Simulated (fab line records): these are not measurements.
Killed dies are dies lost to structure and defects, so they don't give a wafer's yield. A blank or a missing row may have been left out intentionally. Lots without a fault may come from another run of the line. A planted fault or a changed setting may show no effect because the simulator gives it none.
Which tool did it? :: flow nand-harc :: 12 lots, 36 wafers sampled, at 2 steps of a route of 1302

== WHAT EACH GAUGE READ, for each wafer ==
NHARC_P_M0_INSPECT_11.
lot: L075
measured: day 6 07:23
on: defect-inspect-02
raw-defect-count: 2 4 5

lot: L077
measured: day 7 11:47
on: defect-inspect-01
raw-defect-count: 8 5 7

lot: L079
measured: day 7 22:04
on: defect-inspect-02
raw-defect-count: 4 3 4

lot: L081
measured: day 9 00:52
on: defect-inspect-01
raw-defect-count: 0 3 3

lot: L083
measured: day 9 19:02
on: defect-inspect-01
raw-defect-count: 4 4 8

lot: L085
measured: day 11 01:00
on: defect-inspect-01
raw-defect-count: 4 0 5

lot: L087
measured: day 11 10:56
on: defect-inspect-02
raw-defect-count: 7 2 3

lot: L089
measured: day 12 04:29
on: defect-inspect-02
raw-defect-count: 1 2 3

lot: L091
measured: day 13 02:57
on: defect-inspect-02
raw-defect-count: 2 4 5

lot: L093
measured: day 14 01:02
on: defect-inspect-01
raw-defect-count: 6 3 6

lot: L095
measured: day 15 06:13
on: defect-inspect-01
raw-defect-count: 2 2 5

lot: L097
measured: day 15 16:04
on: defect-inspect-02
raw-defect-count: 4 3 3

== EACH LOT AND THE TOOL THAT RAN IT (in order: tool; ch and the chambers of the sampled wafers; start) ==
lot: L075
NHARC_P_CONTACT_DESCUM_17: rie-diel-06 ch 1,2,3, day 6 03:17

lot: L077
NHARC_P_CONTACT_DESCUM_17: rie-diel-06 ch 1,2,3, day 7 07:47

lot: L079
NHARC_P_CONTACT_DESCUM_17: rie-diel-06 ch 1,3, day 7 17:50

lot: L081
NHARC_P_CONTACT_DESCUM_17: rie-diel-06 ch 0,2, day 8 20:21

lot: L083
NHARC_P_CONTACT_DESCUM_17: rie-diel-05 ch 1,2,3, day 9 14:56

lot: L085
NHARC_P_CONTACT_DESCUM_17: rie-diel-01 ch 0,3, day 10 20:29

lot: L087
NHARC_P_CONTACT_DESCUM_17: rie-diel-01 ch 0,1,3, day 11 06:41

lot: L089
NHARC_P_CONTACT_DESCUM_17: rie-diel-01 ch 0,3, day 12 00:24

lot: L091
NHARC_P_CONTACT_DESCUM_17: rie-diel-01 ch 1,3, day 12 22:47

lot: L093
NHARC_P_CONTACT_DESCUM_17: rie-diel-05 ch 1,2,3, day 13 20:50

lot: L095
NHARC_P_CONTACT_DESCUM_17: rie-diel-01 ch 0,3, day 15 01:59

lot: L097
NHARC_P_CONTACT_DESCUM_17: rie-diel-06 ch 0,1, day 15 12:05
- NHARC_P_CONTACT_DESCUM_17: chemistry O2, time 3 s.

== THE ANSWER, worked out from the rows above alone ==
Rule: what is usual is taken from the lots themselves. The widest of any qualifying gaps counts: lots, ordered by their means at a reading, are off when they make up no more than a third of the lots, leave a main group of 4 or more, and stand apart from it by 3 or more times the standard deviation of that group's means. A main group whose means are all the same, to the digits that the tables above print for the reading, isn't used. Also off: a lot with no number at a reading for which 4 or more lots have one. Any other lot the step has rows for is counted as sound.
No lot is off on any of the readings shown, so nothing can be concluded from this.

== WHAT HAD BEEN PUT IN BY THE SIMULATOR ==
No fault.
